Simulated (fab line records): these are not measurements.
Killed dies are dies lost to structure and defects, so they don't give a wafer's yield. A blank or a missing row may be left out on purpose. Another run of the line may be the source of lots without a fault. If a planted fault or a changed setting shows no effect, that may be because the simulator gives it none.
fab line records	flow n5_finfet
record: lots: 9	wafers: 25	last_day: 18
route steps=1938 shown BEOL_M2@859 BEOL_M4@1111
lots with no fault: from the same line, run without faults
start_h: start of the lot's first displayed wafer, in hours after the record's first day	wait_h: how many hours have passed since the lot's step before this one	" as in the row above	L1.1+2: a row that stands for several wafers	- no value, or no start given	* or withheld: withheld	< > ~ a bound
route shown NAME@n: NAME is a module with steps in the file, n the number in the route of the first one	usual: mean/standard deviation of fault-free wafers	same: alike in all rows	chamber/n: place in a boat	sites: the reading at each site	_std_site: standard deviation of those values	_edge_site: mean of outer sites minus mean of inner sites	radius_mm: for every site, how far away it sits from the centre of the wafer	mask NAME#n: copy n	behind: the last tool/chamber to shape the wafer	hold: what put the lot on hold/how long, in hours/how the hold closed	device: which transistor (n, p or np) failed to switch	end of line: at the end of the route, the tests of the same wafers	a step with no rows: only its recipe	killed: dies lost to structure and defects at the first sort, not the wafer's yield	map: per-die view of a wafer (x killed, . not killed, _ where there is no die)
set.NAME: the setting that was run; set.NAME@STEP: the one run at that earlier step	model.NAME: the simulator's own value behind a step, which no gauge read
one table for each step of the route and one row for each wafer, over a sample of lots
services: when a tool's chamber went out of use (start_h, in hours from the record's first day, below 0 if earlier), for how many hours, and the reason
== steps ==
step: N5_BEOL_M2_ETCH_63
recipe: chemistry: CF4	target: SiARC	target_depth_a: 156	mask_material: CAR-EUV	time_s: 26	ion_energy_ev: 80	pressure_mtorr: 40	source_w: 545	bias_w: 36	Ar_flow_sccm: 100	cf4_flow_sccm: 100	ends: cleared
usual: drypump_motor_current_A: 5.7/0.38	etch_rf_on_time_s: 25.9/0.73	oes_product_au: 0.70/0.083	rf_vpp_V: 184.3/1.2	showerhead_plenum_p_Torr: 2.17/0.056	throttle_valve_pct: 15.57/0.25
lot.wafer	tool	chamber	start_h	wait_h	drypump_motor_current_A	etch_rf_on_time_s	oes_product_au	rf_hours_counter_h	rf_vpp_V	showerhead_plenum_p_Torr	throttle_valve_pct
L432.4	rie_diel-05	2	134.64	0.0	5.7	25.5	0.68	-	186.4	2.25	15.61
L432.6	"	1	"	"	6.1	25.1	0.78	-	184.0	2.19	15.24
L435.2	rie_diel-04	3	149.29	0.0	5.3	25.2	0.63	219	184.0	2.12	15.93
L435.5	"	2	"	"	5.8	26.5	0.69	-	185.7	2.25	15.70
L435.6	"	3	"	"	5.4	24.9	0.63	-	183.8	2.12	15.92
L434.2	rie_diel-05	1	158.74	0.0	6.1	25.2	0.77	32	183.7	2.19	15.24
L434.3	"	0	"	"	5.3	27.5	0.78	7	182.5	2.10	15.38
L439.2	rie_diel-06	0	173.69	0.0	5.4	27.0	0.58	209	182.6	2.06	15.83
L439.3	"	2	"	"	6.4	26.2	0.81	12	184.3	2.18	15.25
L439.5	"	3	"	"	5.7	25.7	0.76	-	185.3	2.18	15.27
L442.2	rie_diel-05	0	196.10	0.0	5.3	27.3	0.76	19	181.6	2.10	15.42
L442.4	"	1	"	"	6.1	25.2	0.76	42	184.7	2.18	15.28
L442.6	"	0	"	"	5.4	27.5	0.75	-	184.5	2.10	15.40
L446.1	rie_diel-06	0	225.32	0.0	5.3	26.8	0.57	226	181.5	2.05	15.87
L446.2	"	1	"	"	6.5	24.7	0.81	18	183.7	2.20	15.30
L446.3	"	2	"	"	6.4	26.5	0.78	31	185.6	2.17	15.28
L445.2	rie_diel-04	3	227.45	0.0	5.4	24.6	0.61	247	182.4	2.12	15.97
L445.3	"	1	"	"	5.4	26.0	0.60	249	183.4	2.19	15.79
L445.6	"	1	"	"	5.4	26.4	0.59	-	183.7	2.19	15.81
L448.1	rie_diel-06	2	233.11	0.0	6.4	26.3	0.77	33	182.5	2.17	15.31
L448.3	"	0	"	"	5.3	26.7	0.57	228	182.1	2.05	15.88
L448.5	"	3	"	"	5.7	25.2	0.74	-	183.7	2.18	15.31
L454.4	rie_diel-04	2	273.60	0.0	5.8	25.9	0.67	-	184.8	2.24	15.77
L454.5	"	1	"	"	5.4	25.5	0.81	-	184.6	2.19	15.34
L454.6	"	0	"	"	5.3	25.4	0.78	-	184.6	2.18	15.51
step: N5_BEOL_M2_ETCH_69
recipe: chemistry: CF4	target: SiARC	target_depth_a: 156	mask_material: CAR-EUV	time_s: 26	ion_energy_ev: 80	pressure_mtorr: 40	source_w: 545	bias_w: 36	Ar_flow_sccm: 100	cf4_flow_sccm: 100	ends: cleared
usual: drypump_motor_current_A: 5.8/0.4	etch_rf_on_time_s: 25.9/0.78	oes_product_au: 0.70/0.084	rf_vpp_V: 184.4/0.98	showerhead_plenum_p_Torr: 2.16/0.056	throttle_valve_pct: 15.57/0.25
lot.wafer	tool	chamber	start_h	wait_h	drypump_motor_current_A	etch_rf_on_time_s	oes_product_au	rf_hours_counter_h	rf_vpp_V	showerhead_plenum_p_Torr	throttle_valve_pct
L432.4	rie_diel-04	0	135.50	0.0	5.3	26.2	0.60	229	184.7	2.20	15.95
L432.6	"	1	"	"	5.4	26.6	0.61	-	186.1	2.20	15.72
L435.2	rie_diel-05	0	150.32	0.0	5.4	27.5	0.80	3	183.4	2.10	15.36
L435.5	"	3	"	"	6.1	26.5	0.59	-	184.9	2.11	15.83
L435.6	"	0	"	"	5.3	27.5	0.80	-	183.5	2.10	15.37
L434.2	rie_diel-05	3	159.62	0.0	6.2	26.3	0.59	226	183.9	2.11	15.82
L434.3	"	1	"	"	6.1	25.3	0.77	32	185.8	2.19	15.26
L439.2	rie_diel-05	0	174.90	0.0	5.4	27.5	0.78	10	183.4	2.10	15.39
L439.3	"	1	"	"	6.1	25.3	0.76	38	185.8	2.19	15.25
L439.5	"	3	"	"	6.1	26.2	0.59	-	183.2	2.11	15.83
L442.2	rie_diel-06	0	196.98	0.0	5.3	27.1	0.57	216	182.1	2.06	15.85
L442.4	"	2	"	"	6.4	26.3	0.80	21	184.4	2.17	15.28
L442.6	"	2	"	"	6.4	26.1	0.80	-	184.9	2.17	15.28
L446.1	rie_diel-05	1	226.19	0.0	6.1	25.5	0.74	50	185.1	2.18	15.30
L446.2	"	0	"	"	5.3	27.0	0.74	27	185.1	2.10	15.42
L446.3	"	2	"	"	5.7	25.5	0.65	140	185.9	2.24	15.67
L445.2	rie_diel-05	3	228.35	0.0	6.1	26.3	0.57	249	183.8	2.11	15.88
L445.3	"	0	"	"	5.3	27.7	0.73	28	182.9	2.10	15.43
L445.6	"	3	"	"	6.1	26.2	0.58	-	183.3	2.11	15.87
L448.1	rie_diel-06	3	234.12	0.0	5.7	25.1	0.75	41	185.7	2.18	15.29
L448.3	"	0	"	"	5.4	26.8	0.57	229	183.0	2.05	15.88
L448.5	"	2	"	"	6.4	26.4	0.77	-	183.8	2.17	15.29
L454.4	rie_diel-04	0	274.61	0.0	5.3	25.2	0.77	-	184.8	2.18	15.52
L454.5	"	2	"	"	5.8	25.8	0.67	-	186.5	2.24	15.79
L454.6	"	1	"	"	5.4	25.3	0.81	-	183.1	2.19	15.33
step: N5_BEOL_M2_ALD_98
recipe: material: SiO2	target_thk_a: 25	temp_c: 100	ald_precursor_family: BDEAS	ald_co_reactant: O2-plasma	pulse_time_s: 1	co_reactant_pulse_time_s: 1	purge_time_s: 2	co_reactant_purge_time_s: 2	ald_cycles: 17	pressure_torr: 2
usual: heater_power_w: 79/8.7	precursor_pulse_height_rel: 0.998/0.02	susceptor_temp_C: 100.00/0.11
same: ald_cycles: 17
lot.wafer	tool	chamber	start_h	wait_h	heater_power_w	precursor_pulse_height_rel	susceptor_temp_C
L432.4	ald_sin-02	2	135.59	0.1	66	1.023	99.81
L432.6	"	1	"	"	86	1.005	99.97
L435.2	ald_sin-02	3	150.40	0.1	91	0.960	100.04
L435.5	"	3	"	"	90	1.005	99.97
L435.6	"	0	"	"	64	1.000	100.01
L434.2	ald_sin-03	2	159.72	0.1	81	0.995	100.16
L434.3	"	0	"	"	84	0.999	100.00
L439.2	ald_sin-03	1	174.98	0.1	86	0.978	100.00
L439.3	"	3	"	"	76	1.003	100.07
L439.5	"	2	"	"	79	0.999	99.92
L442.2	ald_sin-02	2	197.07	0.1	69	0.979	100.00
L442.4	"	1	"	"	88	1.012	100.01
L442.6	"	2	"	"	68	1.009	99.84
L446.1	ald_sin-02	0	226.28	0.1	66	0.949	100.04
L446.2	"	2	"	"	69	0.978	99.97
L446.3	"	1	"	"	87	0.982	99.94
L445.2	ald_sin-02	3	228.43	0.1	84	0.984	96.84
L445.3	"	1	"	"	80	0.998	96.94
L445.6	"	2	"	"	63	0.995	96.66
L448.1	ald_sin-02	2	234.35	0.2	65	0.963	96.77
L448.3	"	1	"	"	81	1.018	96.64
L448.5	"	0	"	"	61	1.021	96.61
L454.4	ald_sin-03	1	274.66	0.0	86	1.021	100.17
L454.5	"	1	"	"	83	0.997	99.96
L454.6	"	0	"	"	83	0.977	99.81
step: N5_BEOL_M2_ETCH_41
recipe: chemistry: CH3F/O2	target: SiCN	target_depth_a: 299	taper_deg: 2	time_s: 52.5	ion_energy_ev: 120	mask_material: TiN	pressure_mtorr: 30	source_w: 395	bias_w: 75	Ar_flow_sccm: 150	CH3F_flow_sccm: 30	O2_flow_sccm: 20
usual: O2_flow_sccm: 20.00/0.06	drypump_motor_current_A: 5.8/0.39	oes_product_au: 0.82/0.1	rf_vpp_V: 297.9/1.2	showerhead_plenum_p_Torr: 2.02/0.05	throttle_valve_pct: 16.23/0.24
same: time_s: 52.5
lot.wafer	tool	chamber	start_h	wait_h	O2_flow_sccm	drypump_motor_current_A	oes_product_au	rf_hours_counter_h	rf_vpp_V	showerhead_plenum_p_Torr	throttle_valve_pct
L432.4	rie_diel-05	1	-	-	20.06	6.1	0.91	25	297.2	2.04	15.95
L432.6	"	0	"	"	19.93	5.4	0.97	-	298.0	1.97	16.13
L435.2	rie_diel-04	3	-	-	19.99	5.4	0.72	221	297.4	1.98	16.58
L435.5	"	1	"	"	20.00	5.4	0.72	-	299.1	2.04	16.36
L435.6	"	0	"	"	20.06	5.3	0.69	-	298.4	2.07	16.74
L434.2	rie_diel-06	3	-	-	19.90	5.7	0.89	16	298.7	2.03	15.93
L434.3	"	0	"	"	19.98	5.3	0.68	204	295.5	1.93	16.56
L439.2	rie_diel-05	1	-	-	19.98	6.1	0.88	38	296.5	2.04	15.97
L439.3	"	3	"	"	19.94	6.1	0.68	232	296.8	1.96	16.50
L439.5	"	0	"	"	20.08	5.3	0.91	-	296.9	1.96	16.14
L442.2	rie_diel-05	1	-	-	20.03	6.1	0.89	43	298.1	2.04	15.96
L442.4	"	3	"	"	20.04	6.1	0.68	242	295.8	1.96	16.53
L442.6	"	2	"	"	19.96	5.7	0.77	-	298.6	2.08	16.25
L446.1	rie_diel-05	1	-	-	20.02	6.1	0.86	51	299.7	2.04	15.99
L446.2	"	0	"	"	20.00	5.3	0.87	28	296.9	1.96	16.19
L446.3	"	3	"	"	19.89	6.1	0.69	250	296.8	1.96	16.53
L445.2	rie_diel-05	0	-	-	19.97	5.4	0.87	33	297.4	1.96	16.19
L445.3	"	1	"	"	19.88	6.1	0.86	55	298.6	2.03	16.00
L445.6	"	0	"	"	20.05	5.4	0.88	-	296.3	1.96	16.18
L448.1	rie_diel-06	1	-	-	20.04	6.5	0.94	23	298.7	2.05	15.95
L448.3	"	2	"	"	20.05	6.4	0.90	37	297.6	2.02	16.01
L448.5	"	2	"	"	19.96	6.4	0.91	-	298.1	2.02	16.02
L454.4	rie_diel-05	0	-	-	20.03	5.4	0.84	-	297.2	1.95	16.20
L454.5	"	2	"	"	20.04	5.7	0.74	-	297.2	2.07	16.30
L454.6	"	1	"	"	19.98	6.1	0.82	-	297.8	2.03	16.03
step: N5_BEOL_M4_RC_MEAS_101
usual: DIBL_N: 36.1/2	DIBL_P: 36.3/2.5	IOFF_N: 0.16/0.037	IOFF_P: 0.21/0.039	ION_N: 678/15	ION_P: 465/8.7	SS_N: 71.4/0.7	SS_P: 73.3/0.74	VT_N: 249/3.6	VT_P: -250.0/2.9
lot.wafer	tool	chamber	start_h	wait_h	DIBL_N[mV/V]	DIBL_P[mV/V]	IOFF_N[nA/um]	IOFF_P[nA/um]	ION_N[uA/um]	ION_P[uA/um]	SS_N[mV/dec]	SS_P[mV/dec]	VT_N[mV]	VT_P[mV]
L432.4	prober-01	0	162.15	0.5	35.5	36.4	0.16	0.26	669	475	72.2	73.6	251	-243.3
L432.6	"	0	"	"	33.2	33.5	0.11	0.20	649	462	71.1	72.7	257	-247.6
L435.2	prober-02	0	181.22	0.2	33.3	30.4	0.09	0.15	643	452	70.6	72.3	257	-252.8
L435.5	"	0	"	"	36.9	35.9	0.14	0.21	684	470	71.0	72.7	250	-250.1
L435.6	"	0	"	"	33.6	30.2	0.09	0.14	642	443	70.6	71.8	258	-255.9
L434.2	prober-01	0	191.52	0.2	35.7	35.4	0.14	0.17	675	457	70.6	73.0	254	-255.2
L434.3	"	0	"	"	37.6	37.8	0.18	0.22	674	460	72.1	74.7	249	-249.7
L439.2	prober-02	0	199.78	0.2	32.3	30.4	0.09	0.14	653	459	70.1	71.2	257	-253.7
L439.3	"	0	"	"	34.5	33.9	0.12	0.18	666	465	71.4	73.0	251	-250.1
L439.5	"	0	"	"	37.8	38.5	0.17	0.25	672	467	71.9	73.8	248	-247.8
L442.2	prober-02	0	238.91	0.2	34.5	33.9	0.13	0.19	677	467	71.6	73.5	249	-249.3
L442.4	"	0	"	"	36.6	35.8	0.16	0.22	685	462	72.0	73.9	246	-250.9
L442.6	"	0	"	"	36.0	35.6	0.16	0.21	683	465	71.9	73.1	247	-249.6
L446.1	prober-01	0	268.83	0.0	38.4	37.4	0.20	0.24	668	460	72.1	74.1	250	-247.2
L446.2	"	0	"	"	33.5	33.7	0.13	0.19	669	463	70.5	73.0	251	-248.7
L446.3	"	0	"	"	37.6	38.1	0.20	0.26	702	478	71.5	74.3	245	-247.0
L445.2	prober-02	0	275.26	0.2	38.2	39.3	0.20	0.22	691	468	72.0	73.3	247	-249.6
L445.3	"	0	"	"	39.7	41.3	0.26	0.26	715	482	72.2	74.2	241	-246.2
L445.6	"	0	"	"	39.1	40.2	0.21	0.24	680	459	72.0	74.2	245	-248.8
L448.1	prober-02	0	283.95	0.0	32.4	32.2	0.11	0.13	660	448	70.8	71.7	252	-256.9
L448.3	"	0	"	"	35.0	36.2	0.15	0.18	670	458	71.6	73.5	250	-254.3
L448.5	"	0	"	"	32.9	34.0	0.13	0.16	675	461	70.4	71.8	248	-254.9
L454.4	prober-01	0	325.44	0.5	39.8	41.0	0.25	0.31	702	476	72.3	74.4	242	-245.9
L454.5	"	0	"	"	36.3	37.9	0.17	0.25	687	474	71.1	74.2	246	-244.9
L454.6	"	0	"	"	37.8	38.1	0.21	0.24	689	460	72.4	74.1	244	-248.1
== services ==
tool	chamber	start_h	hours	kind
rie_diel-05	0	124.16	-	clean
rie_diel-05	0	124.16	-	consumable_replace:focus_ring
rie_diel-05	0	124.16	14.1	scheduled_down
rie_diel-05	0	124.16	14.1	vent_cycle
rie_diel-06	2	127.08	-	clean
rie_diel-06	2	127.08	-	consumable_replace:focus_ring
rie_diel-06	2	127.08	14.0	scheduled_down
rie_diel-06	2	127.08	14.0	vent_cycle
rie_diel-06	1	163.37	-	clean
ald_sin-02	-	164.05	2.8	repair
rie_diel-05	0	167.07	5.0	repair
rie_diel-04	2	175.54	3.6	repair
ald_sin-03	-	178.32	14.0	pm
rie_diel-05	1	183.42	12.0	repair
rie_diel-05	-	205.16	0.7	repair
rie_diel-05	-	218.37	0.1	repair
ald_sin-02	3	240.44	10.8	repair
rie_diel-05	3	242.46	40.9	repair
rie_diel-04	1	252.29	3.0	repair
rie_diel-06	2	275.94	2.5	repair
rie_diel-05	3	283.73	-	clean
rie_diel-05	3	283.73	-	consumable_replace:focus_ring
rie_diel-05	3	283.73	26.2	scheduled_down
rie_diel-05	3	283.73	26.2	vent_cycle
== key ==
first_sign: step: N5_BEOL_M2_ALD_98	reading: susceptor_temp_C	direction: down	sigmas: 29	usual: *	struck: *
effect none on later readings
met_at N5_BEOL_M2_ALD_98
struck_lots L445,L448
not_acting_at N5_BEOL_M2_ETCH_63,N5_BEOL_M2_ETCH_69,N5_BEOL_M2_ETCH_41
onset_between 226.28 228.43
fault: kind: process_parameter_drift	tool: ald_sin-02	chamber: -	onset_h: 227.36	steps: N5_BEOL_M2_ALD_98	channel: temp_c	offset: *	shape: step	end_h: 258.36	acts_in: *	stated: *
